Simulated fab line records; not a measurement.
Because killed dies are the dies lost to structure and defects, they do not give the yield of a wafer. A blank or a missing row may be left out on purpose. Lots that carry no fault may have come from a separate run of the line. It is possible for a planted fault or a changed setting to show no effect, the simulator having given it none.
Split-lot study	flow n5 finfet	39 wafers read across 7 lots, on a route 1938 steps long

## THE SPLIT
At N5_WELL_APT_EXPOSE_22 (exposes mask PWELL, defocus 0 nm, target cd 200 nm), the setting dose mj was moved away from the recipe's 23.2 on 15 of the 39 wafers read, by -6.1% to +7.2%. All remaining wafers had this setting at the recipe value.

## FROM THE SPLIT TO THE READING: what the file shows between them, 3 steps
- N5_WELL_APT_PEB_23: peb time 90 s
- N5_WELL_APT_DEVELOP_24: develop time 45 s
- N5_WELL_APT_HARDBAKE_29: time 120 s

## THE READING
Shown in nm: cd nm at N5_WELL_APT_CD_MEAS_25, with target cd 200 nm. Typical for fault-free wafers on this fab line: 200.0 nm, with standard deviation 2.7 nm.

wafer	tool, chamber at the split	dose mj as run	against the recipe	cd nm, nm	against lot-mates on the recipe
L076.1	krf scanner-02, 0	23.2	recipe	200.0	-
L076.2	krf scanner-02, 0	24.87	+7.2%	216.9	+14.7
L076.3	krf scanner-02, 0	23.2	recipe	204.5	-
L076.4	krf scanner-02, 0	23.2	recipe	202.0	-
L076.5	krf scanner-02, 0	24.87	+7.2%	218.7	+16.5
L076.6	krf scanner-02, 0	24.87	+7.2%	213.2	+11.0
L079.1	krf scanner-02, 0	22.05	-5.0%	188.0	-10.6
L079.2	krf scanner-02, 0	23.2	recipe	198.9	-
L079.3	krf scanner-02, 0	23.2	recipe	201.7	-
L079.4	krf scanner-02, 0	22.05	-5.0%	188.9	-9.7
L079.5	krf scanner-02, 0	23.2	recipe	195.3	-
L079.6	krf scanner-02, 0	22.05	-5.0%	192.0	-6.6
L086.1	krf scanner-02, 0	23.2	recipe	198.8	-
L086.2	krf scanner-02, 0	21.79	-6.1%	190.2	-7.2
L086.3	krf scanner-02, 0	23.2	recipe	197.9	-
L086.4	krf scanner-02, 0	21.79	-6.1%	183.3	-14.1
L086.5	krf scanner-02, 0	21.79	-6.1%	189.2	-8.2
L086.6	krf scanner-02, 0	23.2	recipe	195.5	-
L087.1	krf scanner-01, 0	22.13	-4.6%	193.4	-7.5
L087.2	krf scanner-01, 0	23.2	recipe	200.2	-
L087.3	krf scanner-01, 0	23.2	recipe	203.8	-
L087.4	krf scanner-01, 0	23.2	recipe	198.8	-
L087.5	krf scanner-01, 0	22.13	-4.6%	193.3	-7.6
L087.6	krf scanner-01, 0	22.13	-4.6%	192.5	-8.4
L090.1	krf scanner-02, 0	23.2	recipe	201.5	-
L090.2	krf scanner-02, 0	23.2	recipe	198.2	-
L090.3	krf scanner-02, 0	23.2	recipe	200.1	-
L090.4	krf scanner-02, 0	23.2	recipe	197.2	-
L090.5	krf scanner-02, 0	23.2	recipe	199.1	-
L090.6	krf scanner-02, 0	23.2	recipe	199.4	-
L094.1	krf scanner-02, 0	23.2	recipe	194.9	-
L094.3	krf scanner-02, 0	23.2	recipe	200.6	-
L094.4	krf scanner-02, 0	23.2	recipe	197.8	-
L095.1	krf scanner-01, 0	23.2	recipe	198.7	-
L095.2	krf scanner-01, 0	23.2	recipe	201.7	-
L095.3	krf scanner-01, 0	23.2	recipe	199.2	-
L095.4	krf scanner-01, 0	23.78	+2.5%	205.9	+6.0
L095.5	krf scanner-01, 0	23.78	+2.5%	203.8	+3.9
L095.6	krf scanner-01, 0	23.78	+2.5%	205.7	+5.8

THE FIT
A straight line over all 39 wafers: cd nm changes by +2.05 nm for each +1% of dose mj; r = +0.94; the points scatter about the line by 2.5 nm.
The same after taking each lot's own level away (the mean of its wafers on the recipe; 39 wafers): +1.82 nm for each +1%; r = +0.95; scatter 2 nm.
The reading moves by 13 nm for the largest change in dose mj, on that fit.
Across the lots, their own levels run from 197.40 to 202.17 nm, a range of 1.8 times the standard deviation given above.
Hence the slope depends on the lot-to-lot level, as the two fits are not the same.
Check: with one of the wafers moved furthest among these (+7.2%) left out of the fit, the line predicts +13.1 nm for it against its lot-mates. It came out at +14.7 nm against them.

## THE WHOLE CHAIN: every reading that the file lists as answering this split, in the file's order
step	what it does	reading	change (the file's fit)	r (the file's)
N5_WELL_APT_CD_MEAS_25	target cd 200 nm	cd nm	+1.81 nm for each +1% of the setting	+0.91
N5_WELL_APT_DESCUM_30	chemistry O2, time 7.9 s	WELL_APT.cd nm (the simulator's own value, which no gauge read)	+1.77 nm for each +1% of the setting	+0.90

## THE FILE'S OWN FIT
cd nm changes by +1.81 nm for each +1% of dose mj, r = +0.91.
